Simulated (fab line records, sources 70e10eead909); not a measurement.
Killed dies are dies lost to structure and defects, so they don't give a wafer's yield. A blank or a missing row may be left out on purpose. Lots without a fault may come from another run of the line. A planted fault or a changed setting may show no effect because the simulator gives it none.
A struck lot beside a sound one | flow nand_harc | 19 steps out of a route of 1302
Sound: wafers L324.3, L324.4, L324.5. Struck: wafers L315.1, L315.3, L315.4. The cause comes at the end.
At each step with rows: each side's tool, then ch and its chambers, then its first start. Under that, the readings that differ: sound wafers | struck wafers | difference of the means | sigmas: that difference in standard deviations of wafers without a fault.
alike: readings whose means differ by less than 2 such deviations, and words and numbers that are the same on both sides. not compared: withheld readings, readings that some wafer has no value for, bounds like >300 that may hide the same value, and numbers for which the record gives no deviation and whose values overlap.
The two part at a step that has a row with sigmas, a row that says differs or no value, or rows on one side only. Numbers that don't overlap but have no deviation are shown without sigmas and don't part them. A reading that every wafer of one side lacks parts them only if that side has two wafers or more.

first, 9 steps without rows for these wafers: NHARC_THIN_TSV_PVD_24 (deposits Al, target thk 800 nm); NHARC_THIN_TSV_DEHYDRATE_25 (time 120 s); NHARC_THIN_TSV_HMDS_26 (time 30 s); NHARC_THIN_TSV_COAT_27; NHARC_THIN_TSV_SOFTBAKE_28 (time 95 s); NHARC_THIN_TSV_EBR_29; NHARC_THIN_TSV_EXPOSE_30 (exposes mask PAD); NHARC_THIN_TSV_PEB_31 (peb time 85 s); NHARC_THIN_TSV_DEVELOP_32 (time 70 s).
NHARC_THIN_TSV_CD_MEAS_33: target cd 5000 nm.
  sound on cd_sem-02 ch 0, day 31 20:26; struck on cd_sem-01 ch 0, day 28 13:01
  alike: cd_nm
then, 1 step without rows for these wafers: NHARC_THIN_TSV_HARDBAKE_34 (time 80 s).
NHARC_THIN_TSV_DESCUM_35: chemistry O2, time 3 s.
  sound on rie_diel-06 ch 0,1, day 31 20:36; struck on rie_diel-05 ch 0,1,2, day 28 13:11
  alike: drypump_motor_current_A, o2_flow_sccm, oes_product_au, rf_vpp_V, showerhead_plenum_p_Torr, throttle_valve_pct
  not compared: rf_hours_counter_h
NHARC_THIN_TSV_ETCH_59: etches the open film in Cl2/BCl3, target depth 880 nm, time 138.1 s.
  sound on rie_metal-03 ch 0,1, day 31 20:47; struck on rie_metal-01 ch 0,1, day 28 13:22
  reading               | sound             | struck            | difference | sigmas
  oes_product_au (a.u.) | 1.011 0.998 1.007 | 1.268 1.265 1.256 | +0.258     | +40
  alike: drypump_motor_current_A, he_backside_leak_sccm, throttle_valve_pct
  not compared: rf_hours_counter_h
NHARC_THIN_TSV_ETCH_36: etches the open film in Cl2/BCl3, target depth 65 nm, time 18.571 s.
  sound on rie_metal-03 ch 0,1, day 31 20:59; struck on rie_metal-01 ch 0,1, day 28 13:36
  alike: drypump_motor_current_A, he_backside_leak_sccm, oes_product_au
  not compared: rf_hours_counter_h
NHARC_THIN_TSV_STRIP_56: strips in O2.
  sound on plasma_asher-01 ch 0,1, day 31 21:10; struck on plasma_asher-01 ch 0,1, day 28 13:41
  alike: drypump_motor_current_A, heater_power_w, rf_refl_power_W
  not compared: rf_hours_counter_h
then, 1 step without rows for these wafers: NHARC_THIN_TSV_STRIP_57 (strips in post etch residue remover, time 1200 s).
NHARC_THIN_TSV_CD_MEAS_37:
  sound on cd_sem-02, day 31 21:52; struck on cd_sem-03, day 28 14:30
  reading    | sound                | struck               | difference | sigmas
  cd_nm (nm) | 5001.4 5001.3 4999.9 | 4983.0 4982.5 4985.1 | -17.3      | -8
then, 1 step without rows for these wafers: NHARC_THIN_TSV_ANNEAL_58 (time 1800 s).
NHARC_END_SORT_01:
  sound on prober-01 ch 0, day 32 10:02; struck on prober-01 ch 0, day 28 22:10
  alike: defect_limited_yield, killed_at_array, killed_at_other, killed_at_periphery, killed_dies, killed_open, killed_short

WHERE THEY PART
First at NHARC_THIN_TSV_ETCH_59; last, within this record, at NHARC_THIN_TSV_CD_MEAS_37. Later steps at which nothing parts them and some readings are alike: NHARC_END_SORT_01.

WHY: what the simulator had put in
Process parameter drift: rie_metal-01, from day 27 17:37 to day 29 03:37, at NHARC_THIN_TSV_ETCH_59. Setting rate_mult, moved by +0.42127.
